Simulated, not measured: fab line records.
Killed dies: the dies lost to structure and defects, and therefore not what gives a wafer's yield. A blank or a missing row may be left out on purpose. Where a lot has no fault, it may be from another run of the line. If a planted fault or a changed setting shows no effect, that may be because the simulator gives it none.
The tool behind it: which one?	flow nand-harc	route of 1302 steps, sampled at 1 step: 6 lots, 18 wafers

== WHAT THE GAUGES SHOWED, per wafer ==
NHARC_P_CONTACT_INSPECT_14.
lot	measured	on	raw-defect-count
L325	day 6 16:56	defect-inspect-02	1 1 1
L328	day 8 02:06	defect-inspect-01	4 5 1
L331	day 9 09:07	defect-inspect-01	1 2 2
L333	day 9 23:30	defect-inspect-01	4 4 4
L335	day 10 23:40	defect-inspect-02	4 4 7
L342	day 13 21:47	defect-inspect-02	2 3 3

== WHAT TOOL EACH LOT RAN ON (gives the tool, then ch and the chambers of the sampled wafers, and finally the start) ==
Record: no process step prior to these readings.

== THE ANSWER, worked out from the rows above alone ==
Rule: what is usual is taken from the lots themselves. Put in order of their means at a reading, lots are off if they are a third of the lots or fewer, leave a main group of 4 or more, and stand apart from it by a gap of 3 or more times the standard deviation of the main group's means; of several such gaps the widest counts. If all means in a main group match to the digits the tables above print for the reading, that group is not used. Also off: a lot with no number at a reading for which 4 or more lots have one. The other lots that the step has rows for count as sound.
No lot is off at any reading shown: from this, nothing can be told.

== WHAT WAS PUT IN BY THE SIMULATOR ==
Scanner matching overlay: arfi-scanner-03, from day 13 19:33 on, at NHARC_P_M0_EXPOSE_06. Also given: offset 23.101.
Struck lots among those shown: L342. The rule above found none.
